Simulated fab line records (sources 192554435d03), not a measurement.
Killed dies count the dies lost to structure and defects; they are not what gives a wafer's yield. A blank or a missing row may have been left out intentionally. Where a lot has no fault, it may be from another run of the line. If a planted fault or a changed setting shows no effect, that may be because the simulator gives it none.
Matching of chambers | flow n5_finfet | N5_BEOL_M11_CURE_72 on uv_cure-01 has 3 sister chambers
The step cures SiCOH lowk, time 120 s. 3 wafers are shown with their chamber, then 12 later ones without.

== WAFERS, EACH WITH ITS CHAMBER ==
wafer  | chamber | wafer_temp_C_max
L078.5 | 0       | 371.3
L089.5 | 1       | 371.8
L093.5 | 2       | 371.4

== WAFERS WITHOUT THEIR CHAMBER ==
wafer  | wafer_temp_C_max
L096.1 | 372.4
L096.3 | 372.1
L096.5 | 371.7
L096.2 | 372.2
L096.4 | 372.1
L096.6 | 372.1
L095.3 | 372.2
L095.5 | 373.0
L095.6 | 372.2
L097.2 | 371.4
L097.3 | 371.0
L097.4 | 371.1

== THE CHAMBER EACH PASSED THROUGH ==
wafer  | from the rows above          | in truth
L096.1 | can't be placed: 1 or 2 or 0 | 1
L096.3 | can't be placed: 1 or 2 or 0 | 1
L096.5 | can't be placed: 1 or 2 or 0 | 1
L096.2 | can't be placed: 1 or 2 or 0 | 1
L096.4 | can't be placed: 1 or 2 or 0 | 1
L096.6 | can't be placed: 1 or 2 or 0 | 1
L095.3 | can't be placed: 1 or 2 or 0 | 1
L095.5 | can't be placed: 1 or 2 or 0 | 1
L095.6 | can't be placed: 1 or 2 or 0 | 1
L097.2 | can't be placed: 2 or 0 or 1 | 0
L097.3 | can't be placed: 0 or 2 or 1 | 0
L097.4 | can't be placed: 0 or 2 or 1 | 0
Placed correctly: 0 of 12. Not placeable from these rows: 12 (in 12, the candidates include the true chamber). Placed wrongly: 0.
How it was worked out, from the rows above alone: a wafer's distance from a chamber is the root of the sum, over the readings, of the square of ((its reading less the chamber's mean) divided by the reading's scatter). The wafer belongs to the nearest chamber; if the next one is less than 2 further off, it can't be placed. The mean given for a chamber averages the wafers shown for that chamber. The scatter (one wafer shown for each chamber): square how far every hidden wafer sits from the nearest shown wafer, average those squares and take the square root.
